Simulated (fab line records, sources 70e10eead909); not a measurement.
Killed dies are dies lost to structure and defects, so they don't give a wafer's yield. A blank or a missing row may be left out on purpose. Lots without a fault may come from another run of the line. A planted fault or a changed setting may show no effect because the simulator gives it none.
Chamber matching | flow nand_harc | NHARC_A_WL_FILL_ALD_02 on ald_metal-01: 4 sister chambers
The step deposits TiN, target thk 2 nm, pulse time 3 s, ald cycles 100. 18 wafers are shown with their chamber, then 9 later ones without.

WAFERS WITH THEIR CHAMBER
wafer  | chamber | heater_power_w (W) | precursor_pulse_height_rel
L074.2 | 1       | 994                | 0.979
L074.4 | 0       | 1329               | 0.990
L074.5 | 3       | 1228               | 1.023
L075.2 | 0       | 1318               | 1.004
L075.3 | 1       | 1063               | 0.993
L075.6 | 1       | 1062               | 1.007
L076.1 | 1       | 1027               | 1.020
L076.2 | 2       | 1249               | 0.993
L076.3 | 0       | 1352               | 0.968
L083.2 | 2       | 1275               | 1.012
L083.3 | 1       | 993                | 1.014
L083.4 | 3       | 1223               | 0.971
L084.1 | 1       | 1033               | 1.008
L084.5 | 0       | 1360               | 0.966
L084.6 | 1       | 1018               | 0.994
L087.3 | 2       | 1320               | 1.006
L087.4 | 0       | 1340               | 1.013
L087.6 | 3       | 1239               | 0.970

SIGNATURES (means of the wafers above)
reading                    | chamber 0 | chamber 1 | chamber 2 | chamber 3 | scatter within a chamber
heater_power_w             | 1339.80   | 1027.14   | 1281.33   | 1230.00   | 25
precursor_pulse_height_rel | 0.98820   | 1.00214   | 1.00367   | 0.98800   | 0.0189
Rule: a wafer's distance from a chamber is the root of the sum, over the readings, of the square of ((its reading less the chamber's mean) divided by the reading's scatter). The wafer belongs to the nearest chamber; if the next one is less than 2 further off, it can't be placed. The scatter: the root of (the sum of the squares of (reading less its chamber's mean) over the shown wafers, divided by (wafers less chambers)).

WAFERS WITHOUT THEIR CHAMBER
wafer  | heater_power_w (W) | precursor_pulse_height_rel
L091.2 | 1231               | 1.013
L091.5 | 1258               | 1.011
L091.6 | 1234               | 0.982
L095.4 | 1375               | 0.979
L095.5 | 1315               | 1.008
L095.6 | 1252               | 1.027
L094.1 | 1352               | 0.980
L094.3 | 1235               | 0.974
L094.5 | 1348               | 1.030

WHICH CHAMBER EACH WENT THROUGH
wafer  | from the rows above     | in truth
L091.2 | can't be placed: 3 or 2 | 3
L091.5 | can't be placed: 2 or 3 | 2
L091.6 | can't be placed: 3 or 2 | 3
L095.4 | 0                       | 0
L095.5 | can't be placed: 2 or 0 | 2
L095.6 | can't be placed: 2 or 3 | 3
L094.1 | 0                       | 0
L094.3 | can't be placed: 3 or 2 | 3
L094.5 | can't be placed: 0 or 2 | 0
Placed correctly: 2 of 9. Can't be placed from these rows: 7 (the true chamber is among the candidates in 7). Placed wrongly: 0.
